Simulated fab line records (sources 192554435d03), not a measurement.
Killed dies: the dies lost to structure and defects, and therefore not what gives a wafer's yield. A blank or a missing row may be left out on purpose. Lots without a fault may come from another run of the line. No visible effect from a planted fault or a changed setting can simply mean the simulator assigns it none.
The tool behind it: which one? || flow n5-finfet || Sampling: 10 lots, 29 wafers, 5 of 1938 route steps

WHAT THE GAUGES READ, wafer by wafer
N5_FIN_SAQP_CD_MEAS_16: target cd 35.6 nm. Usual: 35.5 nm for cd-nm, sd 0.34.
{"lot": "L658", "measured": "day 1 22:37", "on": "cd-sem-03", "cd-nm (nm)": "35.5 35.7 36.0", "flag": ""}
{"lot": "L663", "measured": "day 3 04:44", "on": "cd-sem-01", "cd-nm (nm)": "35.6 35.8 35.8", "flag": ""}
{"lot": "L665", "measured": "day 3 17:42", "on": "cd-sem-02", "cd-nm (nm)": "35.4 35.1 35.3", "flag": ""}
{"lot": "L668", "measured": "day 4 10:17", "on": "cd-sem-02", "cd-nm (nm)": "35.4 35.6 35.6", "flag": ""}
{"lot": "L669", "measured": "day 4 17:01", "on": "cd-sem-03", "cd-nm (nm)": "35.3 35.6 35.0", "flag": ""}
{"lot": "L670", "measured": "day 4 22:15", "on": "cd-sem-02", "cd-nm (nm)": "36.6 36.8 35.8", "flag": ""}
{"lot": "L675", "measured": "day 6 05:28", "on": "cd-sem-01", "cd-nm (nm)": "35.9 35.5", "flag": ""}
{"lot": "L678", "measured": "day 6 23:49", "on": "cd-sem-02", "cd-nm (nm)": "35.7 35.5 35.8", "flag": ""}
{"lot": "L680", "measured": "day 7 09:56", "on": "cd-sem-01", "cd-nm (nm)": "34.8 35.0 35.6", "flag": ""}
{"lot": "L681", "measured": "day 7 14:53", "on": "cd-sem-02", "cd-nm (nm)": "35.6 35.4 35.6", "flag": ""}

N5_BEOL_M4_RC_MEAS_101. Usual: DIBL_N 35.9 mV/V, standard deviation 1.4; DIBL_P 35.9 mV/V, standard deviation 1.7; IOFF_N 0.160 nA/um, standard deviation 0.026; IOFF_P 0.21 nA/um, standard deviation 0.036; ION_N 672 uA/um, standard deviation 11; ION_P 461 uA/um, standard deviation 8.1; SS_N 71.4 mV/dec, standard deviation 0.54; SS_P 73.2 mV/dec, standard deviation 0.67; VT_N 249.3 mV, standard deviation 2.7; VT_P -250 mV, standard deviation 3.9.
{"lot": "L658", "measured": "day 7 17:38", "on": "prober-01", "DIBL_N (mV/V)": "35.5 34.1 34.8", "DIBL_P (mV/V)": "35.6 33.7 34.4", "IOFF_N (nA/um)": "0.172 0.148 0.159", "IOFF_P (nA/um)": "0.26 0.23 0.24", "ION_N (uA/um)": "685 678 681", "ION_P (uA/um)": "473 478 474", "SS_N (mV/dec)": "71.3 71.3 71.0", "SS_P (mV/dec)": "73.5 73.0 72.9", "VT_N (mV)": "250.0 248.9 248.9", "VT_P (mV)": "-243 -246 -244", "flag": ""}
{"lot": "L663", "measured": "day 9 14:31", "on": "prober-01", "DIBL_N (mV/V)": "37.4 37.1 35.0", "DIBL_P (mV/V)": "35.6 36.0 33.4", "IOFF_N (nA/um)": "0.178 0.178 0.136", "IOFF_P (nA/um)": "0.20 0.21 0.16", "ION_N (uA/um)": "674 686 664", "ION_P (uA/um)": "456 458 448", "SS_N (mV/dec)": "71.8 71.6 71.7", "SS_P (mV/dec)": "73.3 73.6 72.4", "VT_N (mV)": "247.8 249.2 253.0", "VT_P (mV)": "-255 -253 -255", "flag": ""}
{"lot": "L665", "measured": "day 9 16:41", "on": "prober-01", "DIBL_N (mV/V)": "36.4 36.4 35.4", "DIBL_P (mV/V)": "34.8 35.9 34.2", "IOFF_N (nA/um)": "0.153 0.160 0.147", "IOFF_P (nA/um)": "0.20 0.23 0.20", "ION_N (uA/um)": "671 677 670", "ION_P (uA/um)": "464 474 465", "SS_N (mV/dec)": "71.4 71.3 70.6", "SS_P (mV/dec)": "73.4 73.2 72.6", "VT_N (mV)": "250.6 248.7 249.6", "VT_P (mV)": "-250 -247 -246", "flag": ""}
{"lot": "L668", "measured": "day 10 14:10", "on": "prober-02", "DIBL_N (mV/V)": "35.7 34.4 33.6", "DIBL_P (mV/V)": "35.9 34.8 33.0", "IOFF_N (nA/um)": "0.157 0.137 0.122", "IOFF_P (nA/um)": "0.21 0.20 0.17", "ION_N (uA/um)": "667 666 648", "ION_P (uA/um)": "456 463 452", "SS_N (mV/dec)": "71.3 70.3 71.2", "SS_P (mV/dec)": "73.0 73.0 71.8", "VT_N (mV)": "250.1 248.8 253.3", "VT_P (mV)": "-247 -248 -251", "flag": ""}
{"lot": "L669", "measured": "day 10 16:13", "on": "prober-01", "DIBL_N (mV/V)": "35.7 32.5 36.7", "DIBL_P (mV/V)": "36.3 31.9 37.0", "IOFF_N (nA/um)": "0.153 0.104 0.161", "IOFF_P (nA/um)": "0.19 0.14 0.20", "ION_N (uA/um)": "676 658 663", "ION_P (uA/um)": "455 448 452", "SS_N (mV/dec)": "70.7 70.6 71.4", "SS_P (mV/dec)": "74.0 72.7 74.8", "VT_N (mV)": "248.6 258.3 250.6", "VT_P (mV)": "-255 -257 -255", "flag": ""}
{"lot": "L670", "measured": "day 11 10:02", "on": "prober-02", "DIBL_N (mV/V)": "38.3 35.8 36.1", "DIBL_P (mV/V)": "39.4 36.3 36.8", "IOFF_N (nA/um)": "0.204 0.158 0.169", "IOFF_P (nA/um)": "0.25 0.20 0.21", "ION_N (uA/um)": "676 686 687", "ION_P (uA/um)": "464 466 463", "SS_N (mV/dec)": "72.0 71.6 71.7", "SS_P (mV/dec)": "73.9 72.9 72.5", "VT_N (mV)": "243.8 248.7 245.5", "VT_P (mV)": "-250 -250 -251", "flag": ""}
{"lot": "L675", "measured": "day 11 20:56", "on": "prober-02", "DIBL_N (mV/V)": "35.9 36.4", "DIBL_P (mV/V)": "34.7 36.7", "IOFF_N (nA/um)": "0.152 0.178", "IOFF_P (nA/um)": "0.22 0.26", "ION_N (uA/um)": "664 681", "ION_P (uA/um)": "459 474", "SS_N (mV/dec)": "71.1 71.2", "SS_P (mV/dec)": "73.4 72.9", "VT_N (mV)": "249.3 244.9", "VT_P (mV)": "-249 -244", "flag": ""}
{"lot": "L678", "measured": "day 13 21:21", "on": "prober-02", "DIBL_N (mV/V)": "36.1 37.1 37.0", "DIBL_P (mV/V)": "34.4 36.0 36.6", "IOFF_N (nA/um)": "0.142 0.142 0.158", "IOFF_P (nA/um)": "0.15 0.17 0.18", "ION_N (uA/um)": "664 643 674", "ION_P (uA/um)": "450 441 450", "SS_N (mV/dec)": "70.9 71.9 71.8", "SS_P (mV/dec)": "72.8 73.1 73.2", "VT_N (mV)": "249.5 253.3 248.2", "VT_P (mV)": "-258 -254 -255", "flag": ""}
{"lot": "L680", "measured": "day 13 21:41", "on": "prober-01", "DIBL_N (mV/V)": "36.2 35.4 34.2", "DIBL_P (mV/V)": "37.0 37.1 34.5", "IOFF_N (nA/um)": "0.186 0.171 0.136", "IOFF_P (nA/um)": "0.23 0.22 0.18", "ION_N (uA/um)": "670 690 660", "ION_P (uA/um)": "458 465 451", "SS_N (mV/dec)": "72.1 71.6 71.1", "SS_P (mV/dec)": "73.9 74.4 72.8", "VT_N (mV)": "245.1 248.0 251.7", "VT_P (mV)": "-248 -250 -253", "flag": ""}
{"lot": "L681", "measured": "day 14 04:16", "on": "prober-02", "DIBL_N (mV/V)": "36.1 35.0 38.2", "DIBL_P (mV/V)": "36.2 35.4 39.4", "IOFF_N (nA/um)": "0.149 0.136 0.190", "IOFF_P (nA/um)": "0.18 0.17 0.24", "ION_N (uA/um)": "665 678 675", "ION_P (uA/um)": "456 459 462", "SS_N (mV/dec)": "71.0 70.9 71.5", "SS_P (mV/dec)": "72.9 73.7 74.2", "VT_N (mV)": "252.6 253.1 249.5", "VT_P (mV)": "-253 -255 -248", "flag": ""}

EACH LOT AND THE TOOL THAT RAN IT (in order: tool; ch and the chambers of the sampled wafers; start)
{"lot": "L658", "N5_FIN_SAQP_DENSIFY_62": "rtp-anneal-02 ch 0, day 1 21:36", "N5_FIN_SAQP_MANDREL2_REMOVE_60": "rie-si-04 ch 1,2, day 2 02:10", "N5_FIN_CUT_COAT_19": "litho-track-05 ch 0, day 2 02:54"}
{"lot": "L663", "N5_FIN_SAQP_DENSIFY_62": "rtp-anneal-01 ch 0, day 3 03:51", "N5_FIN_SAQP_MANDREL2_REMOVE_60": "rie-si-01 ch 0,2,3, day 3 10:52", "N5_FIN_CUT_COAT_19": "litho-track-05 ch 0, day 3 11:47"}
{"lot": "L665", "N5_FIN_SAQP_DENSIFY_62": "rtp-anneal-01 ch 0, day 3 16:50", "N5_FIN_SAQP_MANDREL2_REMOVE_60": "rie-si-04 ch 0,1, day 3 21:24", "N5_FIN_CUT_COAT_19": "litho-track-02 ch 0, day 3 22:15"}
{"lot": "L668", "N5_FIN_SAQP_DENSIFY_62": "rtp-anneal-01 ch 0, day 4 09:18", "N5_FIN_SAQP_MANDREL2_REMOVE_60": "rie-si-04 ch 0,2,3, day 4 14:13", "N5_FIN_CUT_COAT_19": "litho-track-02 ch 0, day 4 14:56"}
{"lot": "L669", "N5_FIN_SAQP_DENSIFY_62": "rtp-anneal-02 ch 0, day 4 16:03", "N5_FIN_SAQP_MANDREL2_REMOVE_60": "rie-si-06 ch 0,3, day 4 21:46", "N5_FIN_CUT_COAT_19": "litho-track-02 ch 0, day 4 22:30"}
{"lot": "L670", "N5_FIN_SAQP_DENSIFY_62": "rtp-anneal-01 ch 0, day 4 21:23", "N5_FIN_SAQP_MANDREL2_REMOVE_60": "rie-si-04 ch 0,1,3, day 5 03:43", "N5_FIN_CUT_COAT_19": "litho-track-02 ch 0, day 5 04:31"}
{"lot": "L675", "N5_FIN_SAQP_DENSIFY_62": "rtp-anneal-02 ch 0, day 6 03:56", "N5_FIN_SAQP_MANDREL2_REMOVE_60": "rie-si-04 ch 1,2, day 6 09:22", "N5_FIN_CUT_COAT_19": "litho-track-02 ch 0, day 6 10:06"}
{"lot": "L678", "N5_FIN_SAQP_DENSIFY_62": "rtp-anneal-02 ch 0, day 6 22:56", "N5_FIN_SAQP_MANDREL2_REMOVE_60": "rie-si-04 ch 0,2,3, day 7 04:16", "N5_FIN_CUT_COAT_19": "litho-track-02 ch 0, day 7 05:04"}
{"lot": "L680", "N5_FIN_SAQP_DENSIFY_62": "rtp-anneal-02 ch 0, day 7 08:56", "N5_FIN_SAQP_MANDREL2_REMOVE_60": "rie-si-06 ch 0,1,2, day 7 13:54", "N5_FIN_CUT_COAT_19": "litho-track-05 ch 0, day 7 14:38"}
{"lot": "L681", "N5_FIN_SAQP_DENSIFY_62": "rtp-anneal-02 ch 0, day 7 13:59", "N5_FIN_SAQP_MANDREL2_REMOVE_60": "rie-si-06 ch 0,1, day 7 19:10", "N5_FIN_CUT_COAT_19": "litho-track-05 ch 0, day 7 19:58"}
- N5_FIN_SAQP_DENSIFY_62: time 60 s.
- N5_FIN_SAQP_MANDREL2_REMOVE_60: chemistry HBr/Cl2/O2, target a-Si, stops on SiNx, bt time 10 s.
- N5_FIN_CUT_COAT_19: time 60 s, resist thk 20 nm.

WHAT THE TOOLS THEMSELVES READ (means of the sampled wafers that have a number; where no wafer has one, the mark that the record gives instead)
N5_FIN_SAQP_DENSIFY_62. Usual: lamp-power-pct 9.85 %, standard deviation 0.053; wafer_temp_C_max 703.3, standard deviation 0.56.
{"lot": "L658", "tool": "rtp-anneal-02", "lamp-power-pct (%)": 9.85, "wafer_temp_C_max": 703.1, "flag": ""}
{"lot": "L663", "tool": "rtp-anneal-01", "lamp-power-pct (%)": 9.82, "wafer_temp_C_max": 702.9, "flag": ""}
{"lot": "L665", "tool": "rtp-anneal-01", "lamp-power-pct (%)": 9.87, "wafer_temp_C_max": 703.3, "flag": ""}
{"lot": "L668", "tool": "rtp-anneal-01", "lamp-power-pct (%)": 9.82, "wafer_temp_C_max": 703.9, "flag": ""}
{"lot": "L669", "tool": "rtp-anneal-02", "lamp-power-pct (%)": 9.79, "wafer_temp_C_max": 703.7, "flag": ""}
{"lot": "L670", "tool": "rtp-anneal-01", "lamp-power-pct (%)": 9.83, "wafer_temp_C_max": 702.8, "flag": ""}
{"lot": "L675", "tool": "rtp-anneal-02", "lamp-power-pct (%)": 9.84, "wafer_temp_C_max": 702.8, "flag": ""}
{"lot": "L678", "tool": "rtp-anneal-02", "lamp-power-pct (%)": 9.86, "wafer_temp_C_max": 703.7, "flag": ""}
{"lot": "L680", "tool": "rtp-anneal-02", "lamp-power-pct (%)": 9.86, "wafer_temp_C_max": 703.2, "flag": ""}
{"lot": "L681", "tool": "rtp-anneal-02", "lamp-power-pct (%)": 9.85, "wafer_temp_C_max": 703.6, "flag": ""}

N5_FIN_SAQP_MANDREL2_REMOVE_60. Usual: drypump-motor-current-A 5.5 A, standard deviation 0.4; mfc-cl2-sccm 79.97 sccm, standard deviation 0.23; oes-product-au 1.007 a.u., standard deviation 0.021; throttle-valve-pct 36.76 %, standard deviation 0.3.
{"lot": "L658", "tool": "rie-si-04", "drypump-motor-current-A (A)": 5.1, "mfc-cl2-sccm (sccm)": 79.98, "oes-product-au (a.u.)": 1.024, "throttle-valve-pct (%)": 36.52, "flag": ""}
{"lot": "L663", "tool": "rie-si-01", "drypump-motor-current-A (A)": 5.5, "mfc-cl2-sccm (sccm)": 79.96, "oes-product-au (a.u.)": 1.007, "throttle-valve-pct (%)": 36.81, "flag": ""}
{"lot": "L665", "tool": "rie-si-04", "drypump-motor-current-A (A)": 5.7, "mfc-cl2-sccm (sccm)": 79.98, "oes-product-au (a.u.)": 1.007, "throttle-valve-pct (%)": 36.69, "flag": ""}
{"lot": "L668", "tool": "rie-si-04", "drypump-motor-current-A (A)": 5.8, "mfc-cl2-sccm (sccm)": 80.17, "oes-product-au (a.u.)": 1.018, "throttle-valve-pct (%)": 36.75, "flag": ""}
{"lot": "L669", "tool": "rie-si-06", "drypump-motor-current-A (A)": 5.5, "mfc-cl2-sccm (sccm)": 79.90, "oes-product-au (a.u.)": 0.997, "throttle-valve-pct (%)": 37.19, "flag": ""}
{"lot": "L670", "tool": "rie-si-04", "drypump-motor-current-A (A)": 5.8, "mfc-cl2-sccm (sccm)": 80.11, "oes-product-au (a.u.)": 1.005, "throttle-valve-pct (%)": 36.69, "flag": ""}
{"lot": "L675", "tool": "rie-si-04", "drypump-motor-current-A (A)": 5.2, "mfc-cl2-sccm (sccm)": 79.66, "oes-product-au (a.u.)": 1.011, "throttle-valve-pct (%)": 36.50, "flag": ""}
{"lot": "L678", "tool": "rie-si-04", "drypump-motor-current-A (A)": 5.8, "mfc-cl2-sccm (sccm)": 80.15, "oes-product-au (a.u.)": 1.026, "throttle-valve-pct (%)": 36.74, "flag": ""}
{"lot": "L680", "tool": "rie-si-06", "drypump-motor-current-A (A)": 5.7, "mfc-cl2-sccm (sccm)": 80.07, "oes-product-au (a.u.)": 0.990, "throttle-valve-pct (%)": 36.70, "flag": ""}
{"lot": "L681", "tool": "rie-si-06", "drypump-motor-current-A (A)": 5.8, "mfc-cl2-sccm (sccm)": 79.64, "oes-product-au (a.u.)": 0.994, "throttle-valve-pct (%)": 36.84, "flag": ""}

N5_FIN_CUT_COAT_19. Usual: dispense-pressure-kPa 45.0 kPa, standard deviation 2.7; heater-power-total-W 427.6 W, standard deviation 2.1; plate-temp-C 219.97 C, standard deviation 0.18; run-length-s 66.19 s, standard deviation 0.17.
{"lot": "L658", "tool": "litho-track-05", "dispense-pressure-kPa (kPa)": 41.8, "heater-power-total-W (W)": 427.9, "plate-temp-C (C)": 219.86, "run-length-s (s)": 66.40, "flag": ""}
{"lot": "L663", "tool": "litho-track-05", "dispense-pressure-kPa (kPa)": 41.8, "heater-power-total-W (W)": 427.5, "plate-temp-C (C)": 220.05, "run-length-s (s)": 66.29, "flag": ""}
{"lot": "L665", "tool": "litho-track-02", "dispense-pressure-kPa (kPa)": 47.6, "heater-power-total-W (W)": 427.6, "plate-temp-C (C)": 220.17, "run-length-s (s)": 66.16, "flag": ""}
{"lot": "L668", "tool": "litho-track-02", "dispense-pressure-kPa (kPa)": 47.7, "heater-power-total-W (W)": 425.9, "plate-temp-C (C)": 219.72, "run-length-s (s)": 66.10, "flag": ""}
{"lot": "L669", "tool": "litho-track-02", "dispense-pressure-kPa (kPa)": 47.6, "heater-power-total-W (W)": 429.4, "plate-temp-C (C)": 219.85, "run-length-s (s)": 66.08, "flag": ""}
{"lot": "L670", "tool": "litho-track-02", "dispense-pressure-kPa (kPa)": 47.6, "heater-power-total-W (W)": 427.9, "plate-temp-C (C)": 220.06, "run-length-s (s)": 66.08, "flag": ""}
{"lot": "L675", "tool": "litho-track-02", "dispense-pressure-kPa (kPa)": 47.6, "heater-power-total-W (W)": 437.0, "plate-temp-C (C)": 220.00, "run-length-s (s)": 64.12, "flag": "OFF"}
{"lot": "L678", "tool": "litho-track-02", "dispense-pressure-kPa (kPa)": 47.7, "heater-power-total-W (W)": 431.8, "plate-temp-C (C)": 220.07, "run-length-s (s)": 64.77, "flag": "OFF"}
{"lot": "L680", "tool": "litho-track-05", "dispense-pressure-kPa (kPa)": 41.8, "heater-power-total-W (W)": 429.2, "plate-temp-C (C)": 220.06, "run-length-s (s)": 66.31, "flag": ""}
{"lot": "L681", "tool": "litho-track-05", "dispense-pressure-kPa (kPa)": 41.8, "heater-power-total-W (W)": 427.2, "plate-temp-C (C)": 220.02, "run-length-s (s)": 66.36, "flag": ""}

THE ANSWER, worked out from the rows above alone
Rule: take the mean of a lot's wafers that have a number; if it is more than 3 standard deviations from the usual mean, the lot is off. Also off: a lot with no number at a reading for which 4 or more lots have one. Any other lot the step has rows for is counted as sound. The gauges are gone through in route order, then the tools' own readings, and for those a lot's mean is taken as printed above. The first step at which some lot is off is used, and at that step the reading that is off furthest; a lot without a number counts as furthest.
Off: L675, L678 (N5_FIN_CUT_COAT_19, run-length-s).
A tool fits if, at that step or a process step before it, it ran every lot that is off, and no sound lot after the first of them. This does not decide it: 2 tools fit, namely rie-si-04 at N5_FIN_SAQP_MANDREL2_REMOVE_60 and litho-track-02 at N5_FIN_CUT_COAT_19.

WHAT HAD BEEN PUT IN BY THE SIMULATOR
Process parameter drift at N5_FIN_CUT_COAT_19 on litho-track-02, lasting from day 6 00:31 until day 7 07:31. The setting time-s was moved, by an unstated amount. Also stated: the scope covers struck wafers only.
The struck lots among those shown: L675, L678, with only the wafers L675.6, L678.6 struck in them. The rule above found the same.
